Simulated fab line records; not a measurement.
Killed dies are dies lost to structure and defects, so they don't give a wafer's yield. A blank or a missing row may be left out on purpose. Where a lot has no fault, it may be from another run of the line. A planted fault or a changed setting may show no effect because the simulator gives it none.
Which tool is to blame?    flow n5-finfet    at 1 step of a route of 1938, 8 lots with 24 wafers sampled

WHAT THE GAUGES READ, wafer by wafer
N5_BEOL_M4_RC_MEAS_101. Usual: DIBL_N 36.5 mV/V, standard deviation 1.2; DIBL_P 36.5 mV/V, standard deviation 1.6; IOFF_N 0.162 nA/um, standard deviation 0.023; IOFF_P 0.221 nA/um, standard deviation 0.03; ION_N 678 uA/um, standard deviation 8; ION_P 466 uA/um, standard deviation 6.3; SS_N 71.6 mV/dec, standard deviation 0.46; SS_P 73.3 mV/dec, standard deviation 0.57; VT_N 249.2 mV, standard deviation 2.6; VT_P -249 mV, standard deviation 3.3.
lot   measured      on         DIBL_N (mV/V)   DIBL_P (mV/V)   IOFF_N (nA/um)     IOFF_P (nA/um)     ION_N (uA/um)  ION_P (uA/um)  SS_N (mV/dec)   SS_P (mV/dec)   VT_N (mV)          VT_P (mV)       flag
L828  day 10 19:10  prober-02  34.9 35.4 36.6  33.9 32.9 34.1  0.131 0.129 0.145  0.212 0.198 0.216  674 664 668    468 456 469    71.7 71.5 72.1  72.4 72.3 72.4  250.3 253.1 250.4  -247 -251 -247  
L829  day 11 01:40  prober-02  36.6 37.0 36.9  38.9 39.9 39.0  0.186 0.209 0.191  0.239 0.253 0.232  683 693 682    467 470 470    71.1 71.8 71.4  74.4 73.7 73.8  248.0 244.0 246.5  -248 -245 -248  
L827  day 11 02:35  prober-02  35.9 38.2 34.9  36.2 38.8 34.9  0.143 0.187 0.126  0.197 0.249 0.177  676 691 664    470 468 458    71.2 71.9 71.0  73.5 74.2 73.4  251.3 247.9 253.5  -252 -249 -254  
L834  day 12 01:18  prober-02  37.9 38.1 38.1  37.1 36.4 37.2  0.180 0.169 0.179  0.229 0.214 0.227  680 674 678    463 460 468    71.7 71.5 72.0  73.1 73.1 72.6  246.5 248.7 247.2  -248 -249 -252  
L841  day 14 08:17  prober-02  35.0 35.2 36.1  36.7 35.8 37.5  0.145 0.135 0.160  0.218 0.209 0.250  684 681 686    475 474 481    71.1 71.5 71.6  73.9 73.2 73.1  249.7 251.7 249.6  -248 -251 -246  
L842  day 14 13:41  prober-01  36.9 35.9 35.0  36.6 36.2 35.2  0.173 0.165 0.147  0.202 0.208 0.184  686 693 682    460 468 463    71.6 71.5 70.8  73.0 73.9 72.8  248.1 248.6 249.1  -253 -250 -251  
L847  day 15 21:52  prober-02  36.5 34.9 34.3  36.1 33.7 34.0  0.189 0.157 0.154  0.268 0.225 0.230  692 680 686    478 474 477    71.5 71.4 71.4  73.4 72.5 72.6  246.6 248.0 248.0  -241 -245 -246  
L848  day 16 07:52  prober-02  38.1 37.7 39.2  38.1 36.9 38.9  0.181 0.170 0.206  0.251 0.233 0.258  678 691 690    468 469 463    72.3 72.2 72.1  74.5 74.4 73.9  248.3 249.1 245.9  -249 -247 -249  

WHICH TOOL RAN EACH LOT (tool, then ch and the chambers of the sampled wafers, then the start)
The record shows no process step preceding these readings.

AS READ BY THE TOOLS THEMSELVES (means over the sampled wafers that have a number; for cases with no such wafer, the mark the record gives instead)
The record holds no such reading with a usual standard deviation.

THE ANSWER, worked out from the rows above alone
Rule: lot off if the mean of its wafers having a number is beyond 3 standard deviations from the usual mean. Also off: a lot with no number at a reading for which 4 or more lots have one. The other lots that the step has rows for count as sound. The gauges are gone through in route order, then the tools' own readings, and for those a lot's mean is taken as printed above. The first step at which some lot is off is used, and at that step the reading that is off furthest; a lot without a number counts as furthest.
Nothing can be told from this: no lot is off at any reading shown.

WHAT HAD BEEN PUT IN BY THE SIMULATOR
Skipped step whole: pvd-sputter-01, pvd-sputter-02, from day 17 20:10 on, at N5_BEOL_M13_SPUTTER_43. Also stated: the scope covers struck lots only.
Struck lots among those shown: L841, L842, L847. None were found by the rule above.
